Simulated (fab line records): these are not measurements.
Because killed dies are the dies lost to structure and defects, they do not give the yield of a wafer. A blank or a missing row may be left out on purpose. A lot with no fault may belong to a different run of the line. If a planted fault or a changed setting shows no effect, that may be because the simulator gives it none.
Matching of chambers || flow n5-finfet || N5_PMOS_HMC_CHANNEL_EPI_HM_DEP_34 on pecvd-02: 3 sister chambers
The step deposits SiO2 from TEOS/O2, target thk 36 nm, time 6.9 s. 6 wafers are shown with their chamber, then 8 later ones without.

== WAFERS PAIRED WITH THEIR CHAMBERS ==
{"wafer": "L082.1", "chamber": 2, "throttle-valve-pct (%)": 18.4, "showerhead-plenum-p-Torr (Torr)": 8.335}
{"wafer": "L087.4", "chamber": 1, "throttle-valve-pct (%)": 19.3, "showerhead-plenum-p-Torr (Torr)": 8.303}
{"wafer": "L092.1", "chamber": 2, "throttle-valve-pct (%)": 18.7, "showerhead-plenum-p-Torr (Torr)": 8.350}
{"wafer": "L092.2", "chamber": 1, "throttle-valve-pct (%)": 19.5, "showerhead-plenum-p-Torr (Torr)": 8.317}
{"wafer": "L092.3", "chamber": 0, "throttle-valve-pct (%)": 20.6, "showerhead-plenum-p-Torr (Torr)": 8.308}
{"wafer": "L093.1", "chamber": 0, "throttle-valve-pct (%)": 21.0, "showerhead-plenum-p-Torr (Torr)": 8.300}

== WAFERS WITHOUT THEIR CHAMBER ==
{"wafer": "L093.2", "throttle-valve-pct (%)": 19.4, "showerhead-plenum-p-Torr (Torr)": 8.291}
{"wafer": "L093.3", "throttle-valve-pct (%)": 18.4, "showerhead-plenum-p-Torr (Torr)": 8.323}
{"wafer": "L093.4", "throttle-valve-pct (%)": 20.5, "showerhead-plenum-p-Torr (Torr)": 8.325}
{"wafer": "L093.5", "throttle-valve-pct (%)": 19.5, "showerhead-plenum-p-Torr (Torr)": 8.311}
{"wafer": "L093.6", "throttle-valve-pct (%)": 18.6, "showerhead-plenum-p-Torr (Torr)": 8.350}
{"wafer": "L095.2", "throttle-valve-pct (%)": 19.5, "showerhead-plenum-p-Torr (Torr)": 8.286}
{"wafer": "L095.3", "throttle-valve-pct (%)": 18.4, "showerhead-plenum-p-Torr (Torr)": 8.330}
{"wafer": "L095.6", "throttle-valve-pct (%)": 20.6, "showerhead-plenum-p-Torr (Torr)": 8.314}

== THE CHAMBER EACH PASSED THROUGH ==
{"wafer": "L093.2", "from the rows above": 1, "in truth": 1}
{"wafer": "L093.3", "from the rows above": 2, "in truth": 2}
{"wafer": "L093.4", "from the rows above": 0, "in truth": 0}
{"wafer": "L093.5", "from the rows above": 1, "in truth": 1}
{"wafer": "L093.6", "from the rows above": 2, "in truth": 2}
{"wafer": "L095.2", "from the rows above": 1, "in truth": 1}
{"wafer": "L095.3", "from the rows above": 2, "in truth": 2}
{"wafer": "L095.6", "from the rows above": 0, "in truth": 0}
Correctly placed: 8 of 8. Left unplaced by these rows: 0. Placed wrongly: 0.
How it was worked out, from the rows above alone: a wafer's distance from a chamber is the root of the sum, over the readings, of the square of ((its reading less the chamber's mean) divided by the reading's scatter). The wafer belongs to the nearest chamber; if the next one is less than 2 further off, it can't be placed. Each chamber's mean is taken over the wafers shown for it. How the scatter is found: for the shown wafers, subtract from each reading the mean of its chamber, square and add these, divide the total by (wafers less chambers), then take the root.
